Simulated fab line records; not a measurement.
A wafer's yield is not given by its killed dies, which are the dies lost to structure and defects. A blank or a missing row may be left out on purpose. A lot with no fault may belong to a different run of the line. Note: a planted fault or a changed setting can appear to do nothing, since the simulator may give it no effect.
fab line records	flow n5_finfet
[record] lots = 7	wafers = 21
route steps=1938 shown BEOL_M7@1308 BEOL_M9@1404 BEOL_M10@1513 BEOL_M11@1578 BEOL_M12@1637 BEOL_M13@1682
start_h: the number of hours between the record's first day and the start of the first shown wafer of the lot	wait_h: hours from the lot's prior step to this one	" identical to the entry in the row above	L1.1+2: a row that stands for several wafers	- either no value or no given start	* or withheld: withheld	< > ~ a bound
route shown NAME@n: names a module that has steps shown in the file, with the first one's number in the route	usual: mean/standard deviation of fault-free wafers	same: alike in all rows	chamber/n: place in a boat	sites: the reading at each site	_std_site: the values' standard deviation	_edge_site: inner sites' mean taken away from outer sites' mean	radius_mm: for every site, how far away it sits from the centre of the wafer	mask NAME#n: copy n	behind: the last tool/chamber to shape the wafer	hold: the reason the lot was held/the length of the hold in hours/how it ended	device: whichever transistor did not switch (one of n, p or np)	end of line: tests run on the same wafers once the route is complete	a step with no rows: only its recipe	killed: the dies lost at the first sort to structure and to defects; this is not the yield of the wafer	map: a wafer's dies, x killed, . not, _ none there
set.NAME: setting as actually run; set.NAME@STEP: the setting as run at that earlier step	model.NAME: the simulator's own value behind a step, which no gauge read
lots whose settings were changed on purpose; a table a step, a row a wafer
[[steps]]
[step N5_BEOL_M7_TRENCH_ETCH_37]
[recipe] chemistry = C4F6/O2	target_depth_a = 934.78	target = SiCOH_lowk	time_s = 31.2	ion_energy_ev = 250	pressure_mtorr = 30	source_w = 345	bias_w = 185	Ar_flow_sccm = 300	C4F6_flow_sccm = 10	O2_flow_sccm = 10
lot.wafer	tool	chamber	start_h	wait_h	set.time_s	model.etch.depth_nm	model.BEOL_M7.feature_depth_nm
L076.3	rie_diel-01	1	-	-	24.97	72.49	72.4
L076.5	"	2	"	"	31.2	93.63	93.6
L076.6	"	3	"	"	31.2	93.41	93.4
L077.1	rie_diel-02	2	-	-	31.2	97.76	97.8
L077.3	"	1	"	"	31.2	96.06	96
L077.4	"	0	"	"	33.9	101.5	101.6
L080.3	rie_diel-02	0	-	-	27.65	83.25	83.2
L080.4	"	1	"	"	31.2	93.61	93.6
L080.6	"	2	"	"	27.65	86.07	86
L079.2	rie_diel-01	0	-	-	31.2	93.15	93.2
L079.4	"	3	"	"	31.2	93.1	93.2
L079.6	"	0	"	"	31.2	94.31	94.4
L083.3	rie_diel-02	3	-	-	31.2	93.83	93.8
L083.4	"	0	"	"	31.2	93.8	93.8
L083.5	"	2	"	"	31.2	96.62	96.6
L092.1	rie_diel-01	0	-	-	37.18	110.3	110.4
L092.4	"	2	"	"	31.2	90.65	90.6
L092.5	"	3	"	"	31.2	92.64	92.6
L097.4	rie_diel-01	0	-	-	31.2	93.35	93.4
L097.5	"	1	"	"	36.05	108.2	108.2
L097.6	"	2	"	"	31.2	94.45	94.4
[step N5_BEOL_M7_ETCH_41]
[recipe] chemistry = CH3F/O2	target = SiCN	target_depth_a = 319	taper_deg = 2	time_s = 57.8	ion_energy_ev = 120	mask_material = TiN	pressure_mtorr = 30	source_w = 395	bias_w = 75	Ar_flow_sccm = 150	CH3F_flow_sccm = 30	O2_flow_sccm = 20
[step N5_BEOL_M7_STRIP_80]
[recipe] chemistry = N2/H2	time_s = 10	power_w = 450	temp_c = 40	pressure_mtorr = 20	rf_frequency_hz = 6e+07	bias_power_w = 7	n2_flow_sccm = 200	h2_flow_sccm = 200
[step N5_BEOL_M7_OCD_MEAS_38]
[usual] trench_depth_nm = 93.8/1.6
lot.wafer	tool	chamber	start_h	wait_h	set.time_s@BEOL_M7_TRENCH_ETCH_37	trench_depth_nm
L076.3	ocd-02	-	200.59	-	24.97	72.3
L076.5	"	-	"	"	31.2	93.5
L076.6	"	-	"	"	31.2	93.3
L077.1	ocd-01	-	207.92	-	31.2	97.8
L077.3	"	-	"	"	31.2	96.5
L077.4	"	-	"	"	33.9	101.8
L080.3	ocd-01	-	225.65	-	27.65	83.9
L080.4	"	-	"	"	31.2	93.5
L080.6	"	-	"	"	27.65	86.2
L079.2	ocd-02	-	229.71	-	31.2	93.6
L079.4	"	-	"	"	31.2	93.1
L079.6	"	-	"	"	31.2	94.3
L083.3	ocd-02	-	253.94	-	31.2	93.4
L083.4	"	-	"	"	31.2	93.5
L083.5	"	-	"	"	31.2	96.8
L092.1	ocd-01	-	288.08	-	37.18	110.4
L092.4	"	-	"	"	31.2	91.0
L092.5	"	-	"	"	31.2	92.5
L097.4	ocd-02	-	345.32	-	31.2	93.4
L097.5	"	-	"	"	36.05	108.5
L097.6	"	-	"	"	31.2	94.5
[step N5_BEOL_M7_HM_STRIP_39]
[recipe] chemistry = peroxide_tin_strip	material = TiN	target_depth_a = 250	temp_c = 50	time_s = 158
[step N5_BEOL_M7_SRD_40]
[recipe] time_s = 30	temp_c = 23	rinse_liquid = diw	dry = ipa_marangoni
[step N5_BEOL_M7_PRECLEAN_42]
[recipe] chemistry = residue_remover	time_s = 60	temp_c = 40
[step N5_BEOL_M7_SRD_43]
[recipe] time_s = 30	temp_c = 23	rinse_liquid = diw	dry = ipa_marangoni
[step N5_BEOL_M7_CD_MEAS_35]
[recipe] target_cd_nm = 40	polarity = opening
[usual] cd_nm = 40.1/0.44
lot.wafer	tool	chamber	start_h	wait_h	set.dose_mj@BEOL_M7_EXPOSE_08	cd_nm
L076.3	cd_sem-03	-	200.75	0.0	65.97	38.6
L076.5	"	-	"	"	68.25	40.0
L076.6	"	-	"	"	68.25	40.0
L077.1	cd_sem-03	-	208.08	0.0	68.25	40.2
L077.3	"	-	"	"	68.25	39.9
L077.4	"	-	"	"	68.25	39.5
L080.3	cd_sem-03	-	225.81	0.0	72.95	43.5
L080.4	"	-	"	"	68.25	39.7
L080.6	"	-	"	"	68.25	40.2
L079.2	cd_sem-01	-	229.87	0.0	68.25	41.2
L079.4	"	-	"	"	68.25	40.7
L079.6	"	-	"	"	72.82	44.1
L083.3	cd_sem-03	-	254.10	0.0	68.25	40.2
L083.4	"	-	"	"	68.25	40.6
L083.5	"	-	"	"	68.25	40.7
L092.1	cd_sem-02	-	288.25	0.0	65.46	38.4
L092.4	"	-	"	"	65.46	38.0
L092.5	"	-	"	"	68.25	39.9
L097.4	cd_sem-03	-	345.47	0.0	72.56	43.3
L097.5	"	-	"	"	72.56	43.7
L097.6	"	-	"	"	72.56	42.9
[step N5_BEOL_M7_CURE_75]
[recipe] temp_c = 370	time_s = 120	ambient = DMADMS/He	material = SiCOH_lowk
[step N5_BEOL_M7_DEGAS_44]
[recipe] ambient = vacuum	temp_c = 250	time_s = 60
[step N5_BEOL_M7_ECD_50]
[recipe] material = Cu	target_thk_a = 3000
[step N5_BEOL_M7_ANNEAL_51]
[recipe] temp_c = 225	time_s = 90	ambient = N2
[step N5_BEOL_M7_CMP_52]
[recipe] stop_on = SiCOH_lowk	t_overpolish_s = 6.9	down_force_psi = 1	platen_rpm = 50	clearing_platen_down_force_psi = 1.5	clearing_platen_rpm = 50	post_cmp_clean = cu_alkaline	target_thk_nm = 80	clearing_platen_pad_velocity_m_s = 0.99484	pad_velocity_m_s = 0.99484
lot.wafer	tool	chamber	start_h	wait_h	set.time_s@BEOL_M7_TRENCH_ETCH_37	model.Cu_of_BEOL_M7_ECD_50.thk_nm
L076.3	cmp-01	3	203.42	0.2	24.97	59.8
L076.6	"	3	"	"	31.2	81.4
L076.5	"	0	"	"	31.2	80.8
L077.1	cmp-01	0	209.96	0.3	31.2	85.2
L077.3	"	1	"	"	31.2	85
L077.4	"	2	"	"	33.9	90
L080.3	cmp-01	1	229.05	0.2	27.65	70.8
L080.4	"	0	"	"	31.2	81.6
L080.6	"	1	"	"	27.65	73.6
L079.2	cmp-01	3	233.53	0.3	31.2	81
L079.4	"	0	"	"	31.2	80.2
L079.6	"	1	"	"	31.2	81.2
L083.3+4	cmp-02	1,2	255.94	0.2	31.2	81.6
L083.5	"	2	"	"	31.2	83.6
L092.4	cmp-02	1	291.22	0.2	31.2	77.4
L092.1	"	2	"	"	37.18	97.2
L092.5	"	3	"	"	31.2	78.4
L097.4	cmp-02	3	349.57	0.2	31.2	80
L097.5	"	1	"	"	36.05	96.8
L097.6	"	2	"	"	31.2	81.2
[step N5_BEOL_M7_THK_MEAS_53]
[recipe] thk_meas_gauge = xrf	reads = Cu_of_BEOL_M7_ECD_50
[usual] M7_THK = 79.9/2
lot.wafer	tool	chamber	start_h	wait_h	set.time_s@BEOL_M7_TRENCH_ETCH_37	M7_THK[nm]
L076.3	film_metro-02	-	203.71	-	24.97	59.8
L076.5	"	-	"	"	31.2	80.9
L076.6	"	-	"	"	31.2	81.5
L077.1	film_metro-02	-	210.22	-	31.2	84.7
L077.3	"	-	"	"	31.2	85.1
L077.4	"	-	"	"	33.9	89.3
L080.3	film_metro-02	-	229.35	-	27.65	70.9
L080.4	"	-	"	"	31.2	81.4
L080.6	"	-	"	"	27.65	73.7
L079.2	film_metro-02	-	233.75	-	31.2	80.7
L079.4	"	-	"	"	31.2	79.7
L079.6	"	-	"	"	31.2	81.4
L083.3	film_metro-01	-	256.24	-	31.2	80.3
L083.4	"	-	"	"	31.2	80.4
L083.5	"	-	"	"	31.2	82.6
L092.1	film_metro-02	-	291.44	-	37.18	97.4
L092.4	"	-	"	"	31.2	77.6
L092.5	"	-	"	"	31.2	78.2
L097.4	film_metro-01	-	349.79	-	31.2	78.4
L097.5	"	-	"	"	36.05	94.5
L097.6	"	-	"	"	31.2	79.4
[step N5_BEOL_M7_PRE_CLEAN_55]
[recipe] gas = NH3	time_s = 15	temp_c = withheld	rf_power_w = 300
[step N5_BEOL_M7_DEP_56]
[recipe] material = SiCN	target_thk_a = 100	temp_c = withheld	precursor = 3MS/NH3	pressure_torr = 3	rf_w = 202	time_s = 17.5
[step N5_BEOL_M7_RS_MEAS_57]
[recipe] thk_meas_gauge = four-point-probe	reads = Cu_of_BEOL_M7_ECD_50+Co_of_BEOL_M7_CVD_78+TaN_of_BEOL_M7_ALD_77
[usual] M7_RS = 0.283/0.0072
lot.wafer	tool	chamber	start_h	wait_h	set.time_s@BEOL_M7_TRENCH_ETCH_37	M7_RS[ohm/sq]
L076.3	film_metro-02	-	203.85	0.1	24.97	0.405
L076.5	"	-	"	"	31.2	0.282
L076.6	"	-	"	"	31.2	0.280
L077.1	film_metro-02	-	210.38	0.1	31.2	0.265
L077.3	"	-	"	"	31.2	0.266
L077.4	"	-	"	"	33.9	0.249
L080.3	film_metro-02	-	229.51	0.1	27.65	0.330
L080.4	"	-	"	"	31.2	0.280
L080.6	"	-	"	"	27.65	0.315
L079.2	film_metro-01	-	233.88	0.1	31.2	0.282
L079.4	"	-	"	"	31.2	0.285
L079.6	"	-	"	"	31.2	0.281
L083.3	film_metro-01	-	256.37	0.1	31.2	0.279
L083.4	"	-	"	"	31.2	0.279
L083.5	"	-	"	"	31.2	0.272
L092.1	film_metro-01	-	291.57	0.1	37.18	0.228
L092.4	"	-	"	"	31.2	0.298
L092.5	"	-	"	"	31.2	0.293
L097.4	film_metro-02	-	349.92	0.0	31.2	0.285
L097.5	"	-	"	"	36.05	0.229
L097.6	"	-	"	"	31.2	0.281
[step N5_BEOL_M9_PECVD_70]
[recipe] material = SiO2	target_thk_a = 200	temp_c = 400	precursor = TEOS/O2	pressure_torr = 5.5	rf_w = 450	teos_flow_sccm = 53.8	gas = O2	flow_sccm = 3000	time_s = 22.7
lot.wafer	tool	chamber	start_h	wait_h	set.time_s	model.SiO2_of_BEOL_M9_PECVD_70.thk_nm
L076.3+5	pecvd-03	0	213.38	0.1	22.7	20
L076.6	"	1	"	"	22.7	20.2
L077.1	pecvd-01	0	220.65	0.0	22.7	20.2
L077.3+4	"	2	"	"	22.7	20
L080.3	pecvd-01	1	239.60	0.0	23.69	21
L080.4+6	"	2,0	"	"	22.7	20.4
L079.2	pecvd-01	1	240.55	0.0	22.7	20
L079.4+6	"	2,0	"	"	22.7	20.4
L083.3+5	pecvd-04	0	264.26	0.1	22.7	20.2
L083.4	"	1	"	"	22.7	20
L092.1	pecvd-04	1	304.47	0.0	21.54	18.8
L092.4	"	2	"	"	22.7	20
L092.5	"	1	"	"	21.54	19
L097.4	pecvd-03	1	358.09	0.1	22.7	20
L097.5	"	0	"	"	22.7	20.2
L097.6	"	2	"	"	19.68	17.6
[step N5_BEOL_M9_ETCH_66]
[recipe] chemistry = N2/H2	target = SOC	target_depth_a = 800	overetch_a = 160	mask_material = SiARC	temp_c = 40	time_s = 120	ion_energy_ev = 200	pressure_mtorr = 30	source_w = 840	bias_w = 150	n2_flow_sccm = 200	h2_flow_sccm = 200
lot.wafer	tool	chamber	start_h	wait_h	set.time_s	model.SiARC_of_BEOL_M9_COAT_64.thk_nm
L076.3+5	rie_diel-01	1	217.39	0.0	120	6.6
L076.6	"	3	"	"	120	6.4
L077.1	rie_diel-01	3	223.83	0.0	120	6.4
L077.3+4	"	0,2	"	"	131.8	5.8
L079.2+6	rie_diel-05	0	246.06	0.0	120	6.2
L079.4	"	2	"	"	108.7	6.8
L080.3+6	rie_diel-02	0,3	246.54	0.0	144	5.4
L080.4	"	1	"	"	120	6.4
L083.3	rie_diel-02	2	268.92	0.0	120	6.2
L083.4+5	"	3,1	"	"	120	6.4
L092.1	rie_diel-01	0	309.97	0.0	146	5.2
L092.4	"	3	"	"	120	6.6
L092.5	"	1	"	"	146	5.4
L097.4+6	rie_diel-02	0,3	363.12	0.0	120	6.4
L097.5	"	1	"	"	120	6.2
[step N5_BEOL_M9_VIA_ETCH_34]
[recipe] chemistry = C4F6/O2	target = SiCOH_lowk	target_depth_a = 1824	mask_material = SOC	taper_deg = 4	time_s = 68.4	ion_energy_ev = 250	pressure_mtorr = 30	source_w = 345	bias_w = 185	Ar_flow_sccm = 300	C4F6_flow_sccm = 10	O2_flow_sccm = 10
[usual] rf_vpp_V = 666/5.7
lot.wafer	tool	chamber	start_h	wait_h	set.source_w	rf_vpp_V
L076.3	rie_diel-01	1	217.49	0.0	345	660
L076.5	"	1	"	"	345	659
L076.6	"	3	"	"	322.2	692
L077.1	rie_diel-01	3	223.93	0.0	301.9	714
L077.3	"	0	"	"	301.9	720
L077.4	"	2	"	"	345	676
L079.2	rie_diel-05	0	246.16	0.0	345	661
L079.4	"	2	"	"	345	674
L079.6	"	0	"	"	345	660
L080.3	rie_diel-02	0	246.64	0.0	345	661
L080.4	"	1	"	"	345	667
L080.6	"	3	"	"	345	667
L083.3	rie_diel-02	2	269.02	0.0	345	665
L083.4	"	3	"	"	345	667
L083.5	"	1	"	"	345	666
L092.1	rie_diel-01	0	310.07	0.0	345	672
L092.4	"	3	"	"	381.2	634
L092.5	"	1	"	"	381.2	625
L097.4	rie_diel-02	0	363.21	0.0	345	658
L097.5	"	1	"	"	382.7	632
L097.6	"	3	"	"	345	666
[step N5_BEOL_M10_ETCH_41]
[recipe] chemistry = CH3F/O2	target = SiCN	target_depth_a = 426	taper_deg = 2	time_s = 86	ion_energy_ev = 120	mask_material = TiN	pressure_mtorr = 30	source_w = 395	bias_w = 75	Ar_flow_sccm = 150	CH3F_flow_sccm = 30	O2_flow_sccm = 20
[usual] rf_vpp_V = 297.5/1.6
lot.wafer	tool	chamber	start_h	wait_h	set.source_w	rf_vpp_V
L076.3	rie_diel-04	0	-	-	333.9	316.6
L076.5	"	0	"	"	333.9	314.7
L076.6	"	3	"	"	333.9	313.2
L077.1	rie_diel-06	2	-	-	357.1	307.5
L077.3	"	1	"	"	395	295.9
L077.4	"	0	"	"	395	296.4
L079.2	rie_diel-03	0	-	-	324.3	315.8
L079.4	"	1	"	"	324.3	316.2
L079.6	"	2	"	"	324.3	320.1
L080.3	rie_diel-04	1	-	-	395	299.3
L080.4	"	3	"	"	375.3	302.0
L080.6	"	3	"	"	395	297.6
L083.3	rie_diel-03	3	-	-	395	298.0
L083.4	"	1	"	"	395	296.8
L083.5	"	3	"	"	395	299.1
L092.1	rie_diel-06	2	-	-	347.6	307.4
L092.4	"	1	"	"	347.6	308.4
L092.5	"	0	"	"	395	296.4
L097.4	rie_diel-03	2	-	-	414.4	293.8
L097.5	"	2	"	"	414.4	295.0
L097.6	"	3	"	"	395	298.0
[step N5_BEOL_M11_TRENCH_ETCH_37]
[recipe] chemistry = C4F6/O2	target_depth_a = 1488.3	target = SiCOH_lowk	time_s = 48	ion_energy_ev = 250	pressure_mtorr = 30	source_w = 345	bias_w = 185	Ar_flow_sccm = 300	C4F6_flow_sccm = 10	O2_flow_sccm = 10
[usual] rf_vpp_V = 667/5.6
lot.wafer	tool	chamber	start_h	wait_h	set.source_w	rf_vpp_V	model.etch.depth_nm	model.BEOL_M11.feature_depth_nm
L076.3	rie_diel-01	3	-	-	345	667	147.7	147.6
L076.5	"	1	"	"	345	660	145	145
L076.6	"	0	"	"	345	672	149.7	149.8
L077.1	rie_diel-02	0	-	-	345	659	149.6	149.6
L077.3	"	2	"	"	345	667	155.1	155
L077.4	"	1	"	"	401.3	618	159.1	159
L079.2	rie_diel-05	2	-	-	345	675	149.1	149
L079.4	"	1	"	"	307.9	704	142.9	143
L079.6	"	0	"	"	345	661	151.7	151.6
L080.3	rie_diel-02	2	-	-	369.3	643	156.7	156.8
L080.4	"	1	"	"	345	667	150.8	150.8
L080.6	"	0	"	"	345	658	148	148
L083.3	rie_diel-05	2	-	-	345	674	149.6	149.6
L083.4	"	1	"	"	345	665	147.8	147.8
L083.5	"	0	"	"	345	660	150.4	150.4
L092.1	rie_diel-05	0	-	-	345	659	150.2	150.2
L092.4	"	3	"	"	345	669	149.9	150
L092.5	"	2	"	"	345	675	146.4	146.4
L097.4	rie_diel-05	1	-	-	289.9	725	139	139
L097.5	"	3	"	"	345	669	149.9	149.8
L097.6	"	2	"	"	289.9	736	138.4	138.4
[step N5_BEOL_M11_ETCH_41]
[recipe] chemistry = CH3F/O2	target = SiCN	target_depth_a = 426	taper_deg = 2	time_s = 86	ion_energy_ev = 120	mask_material = TiN	pressure_mtorr = 30	source_w = 395	bias_w = 75	Ar_flow_sccm = 150	CH3F_flow_sccm = 30	O2_flow_sccm = 20
lot.wafer	tool	chamber	start_h	wait_h	set.time_s	model.etch.depth_nm
L076.3	rie_diel-01	3	-	-	86	32.61
L076.5	"	1	"	"	77.63	28.41
L076.6	"	0	"	"	86	32.77
L077.1	rie_diel-02	0	-	-	86	32.87
L077.3	"	2	"	"	86	33.82
L077.4	"	1	"	"	71.14	27.42
L079.2	rie_diel-05	2	-	-	94.05	35.58
L079.4	"	1	"	"	94.05	35.25
L079.6	"	0	"	"	86	32.94
L080.3	rie_diel-02	2	-	-	86	33.76
L080.4	"	1	"	"	86	32.91
L080.6	"	0	"	"	86	32.78
L083.3	rie_diel-05	2	-	-	86	32.82
L083.4	"	1	"	"	86	32.87
L083.5	"	0	"	"	86	33.34
L092.1	rie_diel-05	0	-	-	86	32.95
L092.4	"	3	"	"	99.66	38.1
L092.5	"	2	"	"	86	32.6
L097.4	rie_diel-05	1	-	-	78.6	29.71
L097.5	"	3	"	"	86	32.74
L097.6	"	2	"	"	78.6	29.67
[step N5_BEOL_M11_STRIP_77]
[recipe] chemistry = N2/H2	time_s = 10	power_w = 450	temp_c = 40	pressure_mtorr = 20	rf_frequency_hz = 6e+07	bias_power_w = 7	n2_flow_sccm = 200	h2_flow_sccm = 200
[step N5_BEOL_M11_OCD_MEAS_38]
[usual] trench_depth_nm = 149.5/1.9
lot.wafer	tool	chamber	start_h	wait_h	set.source_w@BEOL_M11_TRENCH_ETCH_37	trench_depth_nm
L076.3	ocd-02	-	231.30	-	345	148.0
L076.5	"	-	"	"	345	145.1
L076.6	"	-	"	"	345	149.7
L077.1	ocd-02	-	240.78	-	345	149.7
L077.3	"	-	"	"	345	155.0
L077.4	"	-	"	"	401.3	158.7
L079.2	ocd-01	-	261.40	-	345	148.9
L079.4	"	-	"	"	307.9	142.6
L079.6	"	-	"	"	345	150.8
L080.3	ocd-02	-	269.78	-	369.3	156.4
L080.4	"	-	"	"	345	150.6
L080.6	"	-	"	"	345	148.4
L083.3	ocd-01	-	282.77	-	345	150.0
L083.4	"	-	"	"	345	147.6
L083.5	"	-	"	"	345	150.3
L092.1	ocd-02	-	333.70	-	345	150.5
L092.4	"	-	"	"	345	150.5
L092.5	"	-	"	"	345	146.4
L097.4	ocd-01	-	379.99	-	289.9	138.6
L097.5	"	-	"	"	345	149.7
L097.6	"	-	"	"	289.9	138.4
[step N5_BEOL_M12_ETCH_68]
[recipe] chemistry = N2/H2	target = SOC	mask_material = SiARC	source_w = 3000	bias_w = 350	temp_c = 40	time_s = 285	ion_energy_ev = 200	pressure_mtorr = 30	n2_flow_sccm = 200	h2_flow_sccm = 200
lot.wafer	tool	chamber	start_h	wait_h	set.time_s	model.SiARC_of_BEOL_M12_COAT_66.thk_nm
L076.3+5	rie_diel-04	1,2	237.69	0.1	285	86.2
L076.6	"	3	"	"	285	86.4
L077.1	rie_diel-06	3	247.16	0.1	320.7	83.8
L077.3+4	"	0,2	"	"	285	86
L079.2	rie_diel-04	1	265.71	0.1	285	85.6
L079.4	"	3	"	"	245.5	89
L079.6	"	1	"	"	285	85.4
L080.3	rie_diel-06	0	274.04	0.1	285	85.8
L080.4	"	3	"	"	285	86
L080.6	"	3	"	"	336.6	81.8
L083.3	rie_diel-06	1	288.23	0.1	285	86.8
L083.4	"	2	"	"	285	86.6
L083.5	"	3	"	"	285	87
L092.1	rie_diel-06	1	339.42	0.1	285	86.4
L092.4	"	1	"	"	315.9	83.8
L092.5	"	2	"	"	315.9	83.4
L097.4	rie_diel-03	2	384.93	0.1	310.9	83.6
L097.5	"	2	"	"	285	85.6
L097.6	"	3	"	"	310.9	83.2
[step N5_BEOL_M12_SPUTTER_44]
[recipe] material = Ta	target_thk_a = 100	temp_c = 50	bias_v = 80	power_w = 15000	chamber_pressure_pa = 0.07	time_s = 16.13
lot.wafer	tool	chamber	start_h	wait_h	set.time_s	model.Ta_of_BEOL_M12_SPUTTER_44.thk_nm
L076.3	pvd_sputter-02	-	240.96	0.0	13.85	8.8
L076.5	"	-	"	"	16.13	10
L076.6	"	-	"	"	13.85	8.6
L077.1+4	pvd_sputter-03	-	250.21	0.0	16.13	10.2
L077.3	"	-	"	"	14.54	9.2
L079.2	pvd_sputter-03	-	266.62	0.0	16.13	9.8
L079.4	"	-	"	"	16.13	10
L079.6	"	-	"	"	17.63	10.8
L080.3+4	pvd_sputter-02	-	277.29	0.0	16.13	10
L080.6	"	-	"	"	16.13	9.8
L083.3+4+5	pvd_sputter-01	-	291.24	0.0	16.13	9.8
L092.1+5	pvd_sputter-02	-	343.70	0.0	13.86	8.4
L092.4	"	-	"	"	16.13	9.8
L097.4	pvd_sputter-02	-	389.80	0.0	16.13	10
L097.5+6	"	-	"	"	17.65	10.8
[step N5_BEOL_M13_COAT_22]
[recipe] spin_rpm = 2888	resist_thk_nm = 300
lot.wafer	tool	chamber	start_h	wait_h	set.spin_rpm	model.coat_of_BEOL_M13_COAT_22.thk_nm
L076.3	litho_track-01	0	-	-	2888	299.8
L076.5	"	0	"	"	3058	292.2
L076.6	"	0	"	"	2888	300.6
L077.1	litho_track-03	0	-	-	2888	300
L077.3+4	"	0	"	"	2888	300.8
L079.2	litho_track-03	0	-	-	2888	301.4
L079.4	"	0	"	"	2888	300.2
L079.6	"	0	"	"	3193	285.4
L080.3	litho_track-01	0	-	-	2888	301
L080.4	"	0	"	"	2579	319
L080.6	"	0	"	"	2579	319.4
L083.3	litho_track-04	0	-	-	2888	300
L083.4	"	0	"	"	2888	299
L083.5	"	0	"	"	2888	300.2
L092.1	litho_track-03	0	-	-	2621	315.4
L092.4	"	0	"	"	2621	315.6
L092.5	"	0	"	"	2621	315.2
L097.4	litho_track-04	0	-	-	2888	300.6
L097.5	"	0	"	"	2888	301.6
L097.6	"	0	"	"	2757	307.4
[[key]]
[split] step = N5_BEOL_M7_TRENCH_ETCH_37	setting = time_s	stated = 31.2	by = wafer
[response] step = N5_BEOL_M7_TRENCH_ETCH_37	reading = model.etch.depth_nm	change = +0.942	per = 1%	r = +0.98
[response] step = N5_BEOL_M7_TRENCH_ETCH_37	reading = model.BEOL_M7.feature_depth_nm	change = +0.946	per = 1%	r = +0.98
[response] step = N5_BEOL_M7_OCD_MEAS_38	reading = trench_depth_nm	change = +0.94	per = 1%	r = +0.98
[response] step = N5_BEOL_M7_CMP_52	reading = model.Cu_of_BEOL_M7_ECD_50.thk_nm	change = +0.987	per = 1%	r = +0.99
[response] step = N5_BEOL_M7_THK_MEAS_53	reading = M7_THK	change = +0.979	per = 1%	r = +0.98
[response] step = N5_BEOL_M7_RS_MEAS_57	reading = M7_RS	change = -0.00431	per = 1%	r = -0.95
[split] step = N5_BEOL_M9_PECVD_70	setting = time_s	stated = 22.7	by = wafer
[response] step = N5_BEOL_M9_PECVD_70	reading = model.SiO2_of_BEOL_M9_PECVD_70.thk_nm	change = +0.187	per = 1%	r = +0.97
[split] step = N5_BEOL_M9_ETCH_66	setting = time_s	stated = 120	by = wafer
[response] step = N5_BEOL_M9_ETCH_66	reading = model.SiARC_of_BEOL_M9_COAT_64.thk_nm	change = -0.0566	per = 1%	r = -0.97
[split] step = N5_BEOL_M9_VIA_ETCH_34	setting = source_w	stated = 345	by = wafer
[response] step = N5_BEOL_M9_VIA_ETCH_34	reading = rf_vpp_V	change = -3.5	per = 1%	r = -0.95
[split] step = N5_BEOL_M10_ETCH_41	setting = source_w	stated = 395	by = wafer
[response] step = N5_BEOL_M10_ETCH_41	reading = rf_vpp_V	change = -0.992	per = 1%	r = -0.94
[split] step = N5_BEOL_M11_TRENCH_ETCH_37	setting = source_w	stated = 345	by = wafer
[response] step = N5_BEOL_M11_TRENCH_ETCH_37	reading = rf_vpp_V	change = -3.25	per = 1%	r = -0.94
[response] step = N5_BEOL_M11_TRENCH_ETCH_37	reading = model.etch.depth_nm	change = +0.612	per = 1%	r = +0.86
[response] step = N5_BEOL_M11_TRENCH_ETCH_37	reading = model.BEOL_M11.feature_depth_nm	change = +0.608	per = 1%	r = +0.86
[response] step = N5_BEOL_M11_OCD_MEAS_38	reading = trench_depth_nm	change = +0.596	per = 1%	r = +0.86
[split] step = N5_BEOL_M11_ETCH_41	setting = time_s	stated = 86	by = wafer
[response] step = N5_BEOL_M11_ETCH_41	reading = model.etch.depth_nm	change = +0.345	per = 1%	r = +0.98
[split] step = N5_BEOL_M12_ETCH_68	setting = time_s	stated = 285	by = wafer
[response] step = N5_BEOL_M12_ETCH_68	reading = model.SiARC_of_BEOL_M12_COAT_66.thk_nm	change = -0.229	per = 1%	r = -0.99
[split] step = N5_BEOL_M12_SPUTTER_44	setting = time_s	stated = 16.13	by = wafer
[response] step = N5_BEOL_M12_SPUTTER_44	reading = model.Ta_of_BEOL_M12_SPUTTER_44.thk_nm	change = +0.0952	per = 1%	r = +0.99
[split] step = N5_BEOL_M13_COAT_22	setting = spin_rpm	stated = 2888	by = wafer
[response] step = N5_BEOL_M13_COAT_22	reading = model.coat_of_BEOL_M13_COAT_22.thk_nm	change = -1.54	per = 1%	r = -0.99
split outside_this_file step=N5_BEOL_M7_EXPOSE_08 setting=dose_mj
// split outside_this_file: this setting was split too, and the file shows its column; the key of that split is in another file
